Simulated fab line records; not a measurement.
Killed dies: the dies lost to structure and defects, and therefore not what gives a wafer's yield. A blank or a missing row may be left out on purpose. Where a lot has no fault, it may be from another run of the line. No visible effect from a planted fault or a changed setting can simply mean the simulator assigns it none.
fab line records -- flow n5_finfet -- part 1 of 2: steps 1 to 4 of 6
record: lots: 22, wafers: 66, last_day: 18
route steps=1938 shown FIN_SAQP@97
lots that met no fault: from a run of the same line without faults
start_h: hours from the record's opening day to when the first of the lot's shown wafers began -- wait_h: hours since the lot's step before -- " as in the row above -- L1.1+2: a row that stands for several wafers -- - no value present, or no start provided -- * or withheld: withheld -- < > ~ a bound
route shown NAME@n: a module of which the file shows steps, and the number in the route of the first -- usual: mean and standard deviation over wafers with no fault -- same: alike in all rows -- chamber/n: place in a boat -- sites: each site's reading -- _std_site: the values' standard deviation -- _edge_site: outer sites' mean less inner sites' -- radius_mm: for every site, how far away it sits from the centre of the wafer -- mask NAME#n: copy n -- behind: tool/chamber where the wafer was last shaped -- hold: what put the lot on hold/how long, in hours/how the hold closed -- device: which transistor (n, p or np) failed to switch -- end of line: at the end of the route, the tests of the same wafers -- where a step has no rows: the recipe by itself -- killed: not the wafer's yield, but the dies lost to structure and defects at the first sort -- map: a wafer's dies, x killed, . not, _ none there
set.NAME: the setting that was run; set.NAME@STEP: the one run at that earlier step -- model.NAME: the simulator's own value behind a step, which no gauge read
one table for each step of the route and one row for each wafer, over a sample of lots
services: a tool's chamber out of use, with start hour (start_h, from the record's first day; less than 0 if before it), hours out, and reason
== steps ==
step: N5_FIN_SAQP_THK_MEAS_05
usual: thk_nm: 37.9/0.62
lot.wafer,tool,chamber,start_h,wait_h,thk_nm
L074.2,film_metro-02,-,20.87,0.1,36.2
L074.3,film_metro-02,-,20.87,0.1,36.6
L074.5,film_metro-02,-,20.87,0.1,37.6
L075.3,film_metro-02,-,27.24,0.1,37.8
L075.5,film_metro-02,-,27.24,0.1,37.9
L075.6,film_metro-02,-,27.24,0.1,38.1
L077.3,film_metro-01,-,39.47,0.1,39.0
L077.4,film_metro-01,-,39.47,0.1,38.1
L077.6,film_metro-01,-,39.47,0.1,37.8
L078.1,film_metro-01,-,46.35,0.1,38.2
L078.3,film_metro-01,-,46.35,0.1,37.5
L078.5,film_metro-01,-,46.35,0.1,38.6
L079.4,film_metro-02,-,50.89,0.0,38.2
L079.5,film_metro-02,-,50.89,0.0,37.2
L079.6,film_metro-02,-,50.89,0.0,37.4
L080.2,film_metro-02,-,57.69,0.1,37.9
L080.3,film_metro-02,-,57.69,0.1,37.1
L080.4,film_metro-02,-,57.69,0.1,37.4
L081.1,film_metro-01,-,63.33,0.1,37.2
L081.2,film_metro-01,-,63.33,0.1,37.4
L081.6,film_metro-01,-,63.33,0.1,37.7
L082.1,film_metro-01,-,69.87,0.1,37.5
L082.4,film_metro-01,-,69.87,0.1,37.4
L082.6,film_metro-01,-,69.87,0.1,38.2
L083.4,film_metro-02,-,75.64,0.0,38.5
L083.5,film_metro-02,-,75.64,0.0,38.0
L083.6,film_metro-02,-,75.64,0.0,38.2
L084.4,film_metro-02,-,80.58,0.1,37.5
L084.5,film_metro-02,-,80.58,0.1,37.9
L084.6,film_metro-02,-,80.58,0.1,37.9
L085.1,film_metro-02,-,86.73,0.1,37.9
L085.4,film_metro-02,-,86.73,0.1,38.7
L085.5,film_metro-02,-,86.73,0.1,39.2
L086.2,film_metro-02,-,95.37,0.1,37.3
L086.3,film_metro-02,-,95.37,0.1,37.4
L086.6,film_metro-02,-,95.37,0.1,38.3
L087.2,film_metro-02,-,101.15,0.1,39.0
L087.4,film_metro-02,-,101.15,0.1,39.6
L087.5,film_metro-02,-,101.15,0.1,38.7
L088.1,film_metro-02,-,104.56,0.1,38.0
L088.2,film_metro-02,-,104.56,0.1,38.1
L088.4,film_metro-02,-,104.56,0.1,37.5
L089.2,film_metro-02,-,111.02,0.1,37.9
L089.4,film_metro-02,-,111.02,0.1,38.6
L089.5,film_metro-02,-,111.02,0.1,38.4
L090.1,film_metro-01,-,116.97,0.1,37.4
L090.4,film_metro-01,-,116.97,0.1,37.6
L090.5,film_metro-01,-,116.97,0.1,37.4
L091.2,film_metro-01,-,123.66,0.1,37.7
L091.3,film_metro-01,-,123.66,0.1,37.8
L091.5,film_metro-01,-,123.66,0.1,38.2
L092.2,film_metro-02,-,128.62,0.1,37.1
L092.4,film_metro-02,-,128.62,0.1,37.2
L092.6,film_metro-02,-,128.62,0.1,37.7
L093.1,film_metro-01,-,134.79,0.1,37.2
L093.2,film_metro-01,-,134.79,0.1,38.0
L093.3,film_metro-01,-,134.79,0.1,38.3
L095.2,film_metro-02,-,147.00,0.1,38.5
L095.3,film_metro-02,-,147.00,0.1,37.4
L095.4,film_metro-02,-,147.00,0.1,38.6
L096.2,film_metro-01,-,154.10,0.1,36.5
L096.3,film_metro-01,-,154.10,0.1,38.0
L096.6,film_metro-01,-,154.10,0.1,37.8
L097.2,film_metro-02,-,162.25,0.1,37.7
L097.4,film_metro-02,-,162.25,0.1,38.3
L097.6,film_metro-02,-,162.25,0.1,38.8
step: N5_FIN_SAQP_DESCUM_21
recipe: chemistry: O2, time_s: 7.9, source_power_w: 50, bias_power_w: 20, pressure_mtorr: 20, rf_frequency_hz: 2.712e+07, temp_c: 40, resist: CAR-ArF, o2_flow_sccm: 225
usual: drypump_motor_current_A: 5.8/0.45, oes_product_au: 0.76/0.085, rf_vpp_V: 242.5/1.6, showerhead_plenum_p_Torr: 2.07/0.092, throttle_valve_pct: 20.50/0.26
lot.wafer,tool,chamber,start_h,wait_h,drypump_motor_current_A,oes_product_au,rf_hours_counter_h,rf_vpp_V,showerhead_plenum_p_Torr,throttle_valve_pct
L074.2,rie_diel-03,3,21.60,0.0,5.4,0.76,150,241.1,2.09,20.34
L074.3,rie_diel-03,1,21.60,0.0,6.0,0.82,78,242.3,2.04,20.66
L074.5,rie_diel-03,0,21.60,0.0,5.5,0.69,-,240.0,2.01,20.67
L075.3,rie_diel-05,2,28.04,0.1,6.3,0.80,123,241.8,2.01,20.13
L075.5,rie_diel-05,0,28.04,0.1,5.8,0.68,-,241.3,2.09,20.78
L075.6,rie_diel-05,3,28.04,0.1,5.9,0.90,-,245.0,2.23,20.23
L077.3,rie_diel-05,3,40.32,0.1,5.9,0.89,45,246.1,2.22,20.26
L077.4,rie_diel-05,0,40.32,0.1,5.8,0.68,224,241.8,2.09,20.79
L077.6,rie_diel-05,0,40.32,0.1,5.8,0.68,-,242.2,2.09,20.78
L078.1,rie_diel-04,3,47.14,0.0,5.3,0.74,203,240.5,1.99,20.40
L078.3,rie_diel-04,2,47.14,0.0,6.1,0.73,170,239.9,2.03,20.94
L078.5,rie_diel-04,0,47.14,0.0,5.5,0.71,-,244.1,2.18,20.40
L079.4,rie_diel-04,1,51.55,0.0,4.9,0.74,147,241.1,2.01,20.52
L079.5,rie_diel-04,2,51.55,0.0,6.2,0.72,-,240.4,2.03,20.93
L079.6,rie_diel-04,3,51.55,0.0,5.3,0.73,-,241.5,1.99,20.41
L080.2,rie_diel-05,0,58.77,0.2,5.8,0.68,229,241.6,2.09,20.80
L080.3,rie_diel-05,2,58.77,0.2,6.3,0.79,135,241.4,2.01,20.13
L080.4,rie_diel-05,3,58.77,0.2,6.0,0.88,52,244.0,2.22,20.22
L081.1,rie_diel-03,3,64.12,0.0,5.4,0.74,165,242.1,2.08,20.37
L081.2,rie_diel-03,2,64.12,0.0,5.2,0.84,87,241.7,2.00,20.11
L081.6,rie_diel-03,1,64.12,0.0,6.1,0.81,-,241.3,2.03,20.70
L082.1,rie_diel-05,2,70.66,0.0,6.2,0.79,139,242.4,2.01,20.13
L082.4,rie_diel-05,1,70.66,0.0,6.5,0.66,216,242.1,2.00,20.71
L082.6,rie_diel-05,0,70.66,0.0,5.8,0.67,-,241.8,2.09,20.79
L083.4,rie_diel-05,1,76.37,0.0,6.5,0.66,218,243.4,1.99,20.73
L083.5,rie_diel-05,1,76.37,0.0,6.5,0.67,-,242.2,1.99,20.72
L083.6,rie_diel-05,2,76.37,0.0,6.3,0.78,-,241.8,2.01,20.16
L084.4,rie_diel-04,3,81.39,0.0,5.3,0.73,-,241.0,1.98,20.45
L084.5,rie_diel-04,0,81.39,0.0,5.5,0.69,-,244.7,2.17,20.42
L084.6,rie_diel-04,1,81.39,0.0,4.9,0.73,-,243.4,2.01,20.53
L085.1,rie_diel-03,0,87.49,0.1,5.5,0.94,10,246.0,2.27,20.37
L085.4,rie_diel-03,1,87.49,0.1,6.1,0.80,103,242.0,2.03,20.70
L085.5,rie_diel-03,0,87.49,0.1,5.5,0.94,-,245.3,2.27,20.36
L086.2,rie_diel-05,2,96.26,0.0,6.2,0.78,148,242.4,2.00,20.14
L086.3,rie_diel-05,1,96.26,0.0,6.5,0.66,225,242.1,1.99,20.74
L086.6,rie_diel-05,0,96.26,0.0,5.8,0.68,-,241.9,2.08,20.80
L087.2,rie_diel-03,0,102.66,0.7,5.5,0.93,14,245.1,2.27,20.36
L087.4,rie_diel-03,2,102.66,0.7,5.2,0.83,96,241.7,1.99,20.12
L087.5,rie_diel-03,2,102.66,0.7,5.2,0.82,-,242.6,1.99,20.14
L088.1,rie_diel-05,1,105.30,0.0,6.5,0.65,228,242.0,1.99,20.72
L088.2,rie_diel-05,0,105.30,0.0,5.8,0.67,247,241.8,2.08,20.83
L088.4,rie_diel-05,2,105.30,0.0,6.3,0.77,152,242.5,2.00,20.15
L089.2,rie_diel-04,0,111.81,0.0,5.5,0.68,244,242.4,2.17,20.46
L089.4,rie_diel-04,2,111.81,0.0,6.1,0.72,189,239.9,2.02,20.97
L089.5,rie_diel-04,1,111.81,0.0,4.9,0.72,-,241.2,2.00,20.54
L090.1,rie_diel-05,0,117.76,0.0,5.8,0.66,251,241.6,2.08,20.84
L090.4,rie_diel-05,3,117.76,0.0,6.0,0.85,75,243.8,2.21,20.28
L090.5,rie_diel-05,0,117.76,0.0,5.8,0.66,-,243.6,2.08,20.81
L091.2,rie_diel-04,3,124.66,0.2,5.3,0.72,228,242.4,1.98,20.46
L091.3,rie_diel-04,0,124.66,0.2,5.5,0.68,248,245.0,2.17,20.44
L091.5,rie_diel-04,0,124.66,0.2,5.5,0.68,-,244.3,2.17,20.43
L092.2,rie_diel-04,2,129.29,0.0,6.2,0.70,196,242.8,2.02,20.97
L092.4,rie_diel-04,0,129.29,0.0,5.5,0.68,-,244.2,2.17,20.44
L092.6,rie_diel-04,2,129.29,0.0,6.1,0.71,-,242.1,2.02,20.96
L093.1,rie_diel-05,3,135.58,0.0,5.9,0.85,82,245.0,2.21,20.26
L093.2,rie_diel-05,1,135.58,0.0,6.5,0.66,240,241.8,1.99,20.74
L093.3,rie_diel-05,2,135.58,0.0,6.2,0.75,163,241.4,2.00,20.17
L095.2,rie_diel-04,1,147.79,0.0,4.9,0.72,175,242.0,2.00,20.56
L095.3,rie_diel-04,2,147.79,0.0,6.1,0.69,206,241.3,2.02,20.99
L095.4,rie_diel-04,0,147.79,0.0,5.5,1.03,1,244.0,2.17,20.16
L096.2,rie_diel-03,1,154.93,0.1,6.0,0.78,124,242.9,2.02,20.75
L096.3,rie_diel-03,2,154.93,0.1,5.2,0.81,115,243.1,1.99,20.17
L096.6,rie_diel-03,1,154.93,0.1,6.0,0.77,-,239.9,2.02,20.75
L097.2,rie_diel-03,2,163.07,0.0,5.2,0.80,117,242.2,1.99,20.15
L097.4,rie_diel-03,0,163.07,0.0,5.5,0.89,38,245.0,2.26,20.41
L097.6,rie_diel-03,0,163.07,0.0,5.5,0.89,-,244.1,2.26,20.40
step: N5_FIN_SAQP_ETCH_51
recipe: chemistry: CF4, target: SiARC, target_depth_a: 455, mask_material: CAR-ArF, time_s: 75.8, ion_energy_ev: 80, pressure_mtorr: 40, source_w: 545, bias_w: 36, Ar_flow_sccm: 100, cf4_flow_sccm: 100, ends: cleared
usual: drypump_motor_current_A: 5.8/0.45, etch_rf_on_time_s: 76/3.4, oes_product_au: 0.65/0.075, rf_vpp_V: 183.7/1.3, showerhead_plenum_p_Torr: 2.11/0.083, throttle_valve_pct: 15.63/0.22
lot.wafer,tool,chamber,start_h,wait_h,drypump_motor_current_A,etch_rf_on_time_s,oes_product_au,rf_hours_counter_h,rf_vpp_V,showerhead_plenum_p_Torr,throttle_valve_pct
L074.2,rie_diel-03,3,21.64,0.0,5.4,72,0.67,150,184.2,2.15,15.70
L074.3,rie_diel-03,1,21.64,0.0,6.0,74,0.71,78,183.0,2.10,15.85
L074.5,rie_diel-03,0,21.64,0.0,5.5,72,0.60,-,180.7,2.03,15.67
L075.3,rie_diel-05,2,28.07,0.0,6.3,75,0.67,123,184.7,2.07,15.38
L075.5,rie_diel-05,0,28.07,0.0,5.8,81,0.57,-,183.8,2.10,15.65
L075.6,rie_diel-05,3,28.07,0.0,6.0,73,0.77,-,185.0,2.27,15.32
L077.3,rie_diel-05,3,40.36,0.0,6.0,72,0.78,45,185.1,2.27,15.33
L077.4,rie_diel-05,0,40.36,0.0,5.8,80,0.57,224,182.9,2.10,15.68
L077.6,rie_diel-05,0,40.36,0.0,5.8,79,0.58,-,183.6,2.10,15.67
L078.1,rie_diel-04,3,47.18,0.0,5.3,72,0.65,203,184.3,2.04,15.61
L078.3,rie_diel-04,2,47.18,0.0,6.1,76,0.63,170,184.4,2.05,15.86
L078.5,rie_diel-04,0,47.18,0.0,5.5,73,0.63,-,183.2,2.18,15.44
L079.4,rie_diel-04,1,51.58,0.0,4.9,81,0.63,148,182.6,2.07,15.80
L079.5,rie_diel-04,2,51.58,0.0,6.2,76,0.63,-,183.3,2.05,15.85
L079.6,rie_diel-04,3,51.58,0.0,5.3,73,0.64,-,184.1,2.04,15.60
L080.2,rie_diel-05,0,58.80,0.0,5.8,80,0.58,229,183.2,2.10,15.68
L080.3,rie_diel-05,2,58.80,0.0,6.3,75,0.66,135,182.5,2.06,15.40
L080.4,rie_diel-05,3,58.80,0.0,5.9,72,0.77,52,183.9,2.26,15.33
L081.1,rie_diel-03,3,64.16,0.0,5.3,75,0.65,165,184.2,2.14,15.72
L081.2,rie_diel-03,2,64.16,0.0,5.2,73,0.72,87,183.8,2.08,15.49
L081.6,rie_diel-03,1,64.16,0.0,6.0,74,0.69,-,182.7,2.09,15.88
L082.1,rie_diel-05,2,70.70,0.0,6.3,76,0.67,139,185.7,2.06,15.43
L082.4,rie_diel-05,1,70.70,0.0,6.5,80,0.57,216,183.4,2.02,15.88
L082.6,rie_diel-05,0,70.70,0.0,5.8,81,0.57,-,183.9,2.09,15.68
L083.4,rie_diel-05,1,76.40,0.0,6.5,82,0.56,218,181.5,2.02,15.90
L083.5,rie_diel-05,1,76.40,0.0,6.5,82,0.55,-,182.9,2.02,15.90
L083.6,rie_diel-05,2,76.40,0.0,6.2,77,0.65,-,182.4,2.06,15.42
L084.4,rie_diel-04,3,81.43,0.0,5.3,73,0.63,-,184.1,2.03,15.63
L084.5,rie_diel-04,0,81.43,0.0,5.5,75,0.61,-,185.5,2.17,15.47
L084.6,rie_diel-04,1,81.43,0.0,4.9,81,0.62,-,183.4,2.07,15.80
L085.1,rie_diel-03,0,87.53,0.0,5.5,72,0.82,10,186.1,2.28,15.24
L085.4,rie_diel-03,1,87.53,0.0,6.0,74,0.68,103,182.4,2.09,15.90
L085.5,rie_diel-03,0,87.53,0.0,5.5,72,0.81,-,186.6,2.28,15.24
L086.2,rie_diel-05,2,96.29,0.0,6.3,75,0.66,148,183.4,2.06,15.44
L086.3,rie_diel-05,1,96.29,0.0,6.5,81,0.56,225,182.3,2.02,15.90
L086.6,rie_diel-05,0,96.29,0.0,5.8,80,0.57,-,183.1,2.09,15.70
L087.2,rie_diel-03,0,102.69,0.0,5.5,71,0.82,14,187.2,2.28,15.23
L087.4,rie_diel-03,2,102.69,0.0,5.2,73,0.71,96,184.0,2.08,15.51
L087.5,rie_diel-03,2,102.69,0.0,5.2,72,0.72,-,182.6,2.08,15.53
L088.1,rie_diel-05,1,105.33,0.0,6.5,81,0.56,228,183.2,2.02,15.91
L088.2,rie_diel-05,0,105.33,0.0,5.8,80,0.57,247,184.3,2.09,15.71
L088.4,rie_diel-05,2,105.33,0.0,6.2,76,0.66,152,182.8,2.06,15.44
L089.2,rie_diel-04,0,111.84,0.0,5.5,74,0.60,244,185.3,2.17,15.47
L089.4,rie_diel-04,2,111.84,0.0,6.2,76,0.62,189,183.3,2.04,15.90
L089.5,rie_diel-04,1,111.84,0.0,4.9,80,0.62,-,181.5,2.06,15.83
L090.1,rie_diel-05,0,117.79,0.0,5.8,79,0.57,251,183.2,2.09,15.73
L090.4,rie_diel-05,3,117.79,0.0,5.9,73,0.74,75,185.4,2.26,15.38
L090.5,rie_diel-05,0,117.79,0.0,5.8,80,0.56,-,184.6,2.09,15.72
L091.2,rie_diel-04,3,124.70,0.0,5.3,72,0.63,228,182.2,2.03,15.66
L091.3,rie_diel-04,0,124.70,0.0,5.5,75,0.60,248,185.4,2.17,15.49
L091.5,rie_diel-04,0,124.70,0.0,5.5,75,0.60,-,183.9,2.17,15.50
L092.2,rie_diel-04,2,129.33,0.0,6.2,78,0.61,196,182.5,2.04,15.90
L092.4,rie_diel-04,0,129.33,0.0,5.5,75,0.60,-,184.3,2.17,15.49
L092.6,rie_diel-04,2,129.33,0.0,6.2,78,0.60,-,183.0,2.04,15.90
L093.1,rie_diel-05,3,135.61,0.0,5.9,73,0.72,82,185.2,2.25,15.39
L093.2,rie_diel-05,1,135.61,0.0,6.4,81,0.55,240,182.7,2.02,15.94
L093.3,rie_diel-05,2,135.61,0.0,6.3,76,0.64,163,182.4,2.05,15.47
L095.2,rie_diel-04,1,147.82,0.0,4.9,81,0.60,175,181.9,2.06,15.85
L095.3,rie_diel-04,2,147.82,0.0,6.2,77,0.60,206,181.5,2.03,15.91
L095.4,rie_diel-04,0,147.82,0.0,5.5,71,0.90,1,184.1,2.17,15.02
L096.2,rie_diel-03,1,154.96,0.0,6.0,74,0.66,124,184.0,2.08,15.93
L096.3,rie_diel-03,2,154.96,0.0,5.2,73,0.70,115,182.5,2.07,15.55
L096.6,rie_diel-03,1,154.96,0.0,6.0,74,0.67,-,181.9,2.08,15.94
L097.2,rie_diel-03,2,163.10,0.0,5.2,73,0.70,117,183.3,2.07,15.56
L097.4,rie_diel-03,0,163.10,0.0,5.5,70,0.78,38,185.6,2.27,15.30
L097.6,rie_diel-03,0,163.10,0.0,5.5,70,0.79,-,185.4,2.27,15.29
step: N5_FIN_SAQP_RECESS_75
recipe: chemistry: HF/NH3, target: SiO2, target_depth_a: 144, afs_cycles: 3, temp_c: 30, sublimation_temp_c: 180, sublimation_time_s: 60
usual: drypump_motor_current_A: 5.7/0.43, foreline_p_Torr: 0.1280/0.00038
lot.wafer,tool,chamber,start_h,wait_h,drypump_motor_current_A,foreline_p_Torr
L074.2,vapor_etch-02,1,22.40,0.0,5.9,0.1277
L074.3,vapor_etch-02,0,22.40,0.0,5.0,0.1288
L074.5,vapor_etch-02,0,22.40,0.0,5.0,0.1277
L075.3,vapor_etch-02,1,28.87,0.1,5.9,0.1281
L075.5,vapor_etch-02,0,28.87,0.1,5.1,0.1285
L075.6,vapor_etch-02,1,28.87,0.1,5.9,0.1276
L077.3,vapor_etch-02,1,41.31,0.1,5.9,0.1283
L077.4,vapor_etch-02,0,41.31,0.1,5.0,0.1272
L077.6,vapor_etch-02,1,41.31,0.1,5.9,0.1280
L078.1,vapor_etch-02,1,47.88,0.0,5.9,0.1276
L078.3,vapor_etch-02,1,47.88,0.0,5.9,0.1280
L078.5,vapor_etch-02,1,47.88,0.0,5.9,0.1280
L079.4,vapor_etch-01,1,52.37,0.1,6.2,0.1279
L079.5,vapor_etch-01,1,52.37,0.1,6.2,0.1281
L079.6,vapor_etch-01,0,52.37,0.1,5.7,0.1280
L080.2,vapor_etch-02,1,59.47,0.0,5.9,0.1279
L080.3,vapor_etch-02,1,59.47,0.0,5.9,0.1279
L080.4,vapor_etch-02,0,59.47,0.0,5.0,0.1289
L081.1,vapor_etch-02,0,64.83,0.0,5.0,0.1288
L081.2,vapor_etch-02,1,64.83,0.0,5.9,0.1281
L081.6,vapor_etch-02,0,64.83,0.0,5.0,0.1288
L082.1,vapor_etch-02,1,71.37,0.0,5.9,0.1276
L082.4,vapor_etch-02,0,71.37,0.0,5.1,0.1278
L082.6,vapor_etch-02,1,71.37,0.0,5.9,0.1280
L083.4,vapor_etch-01,1,77.19,0.1,6.2,0.1280
L083.5,vapor_etch-01,0,77.19,0.1,5.6,0.1272
L083.6,vapor_etch-01,1,77.19,0.1,6.2,0.1276
L084.4,vapor_etch-01,1,82.19,0.1,6.2,0.1285
L084.5,vapor_etch-01,0,82.19,0.1,5.6,0.1280
L084.6,vapor_etch-01,1,82.19,0.1,6.2,0.1277
L085.1,vapor_etch-02,0,88.20,0.0,5.0,0.1286
L085.4,vapor_etch-02,1,88.20,0.0,5.9,0.1279
L085.5,vapor_etch-02,1,88.20,0.0,5.9,0.1281
L086.2,vapor_etch-01,1,96.96,0.0,6.2,0.1281
L086.3,vapor_etch-01,0,96.96,0.0,5.6,0.1276
L086.6,vapor_etch-01,1,96.96,0.0,6.2,0.1283
L087.2,vapor_etch-01,0,103.73,0.0,5.6,0.1278
L087.4,vapor_etch-01,0,103.73,0.0,5.6,0.1278
L087.5,vapor_etch-01,1,103.73,0.0,6.2,0.1277
L088.1,vapor_etch-02,1,106.00,0.0,5.9,0.1282
L088.2,vapor_etch-02,0,106.00,0.0,5.1,0.1281
L088.4,vapor_etch-02,1,106.00,0.0,5.9,0.1287
L089.2,vapor_etch-01,1,112.52,0.0,6.2,0.1284
L089.4,vapor_etch-01,0,112.52,0.0,5.7,0.1278
L089.5,vapor_etch-01,1,112.52,0.0,6.2,0.1279
L090.1,vapor_etch-01,0,118.46,0.0,5.7,0.1279
L090.4,vapor_etch-01,0,118.46,0.0,5.6,0.1281
L090.5,vapor_etch-01,1,118.46,0.0,6.2,0.1277
L091.2,vapor_etch-01,1,125.40,0.0,6.2,0.1275
L091.3,vapor_etch-01,0,125.40,0.0,5.7,0.1280
L091.5,vapor_etch-01,0,125.40,0.0,5.6,0.1274
L092.2,vapor_etch-02,0,129.99,0.0,5.1,0.1278
L092.4,vapor_etch-02,1,129.99,0.0,5.9,0.1280
L092.6,vapor_etch-02,0,129.99,0.0,5.0,0.1283
L093.1,vapor_etch-01,0,136.28,0.0,5.7,0.1284
L093.2,vapor_etch-01,1,136.28,0.0,6.2,0.1276
L093.3,vapor_etch-01,0,136.28,0.0,5.7,0.1281
L095.2,vapor_etch-02,1,148.51,0.0,5.9,0.1284
L095.3,vapor_etch-02,0,148.51,0.0,5.1,0.1277
L095.4,vapor_etch-02,1,148.51,0.0,5.9,0.1282
L096.2,vapor_etch-02,1,155.66,0.0,5.9,0.1278
L096.3,vapor_etch-02,1,155.66,0.0,5.9,0.1283
L096.6,vapor_etch-02,0,155.66,0.0,5.1,0.1285
L097.2,vapor_etch-02,1,163.77,0.0,5.9,0.1280
L097.4,vapor_etch-02,0,163.77,0.0,5.0,0.1282
L097.6,vapor_etch-02,1,163.77,0.0,5.9,0.1281
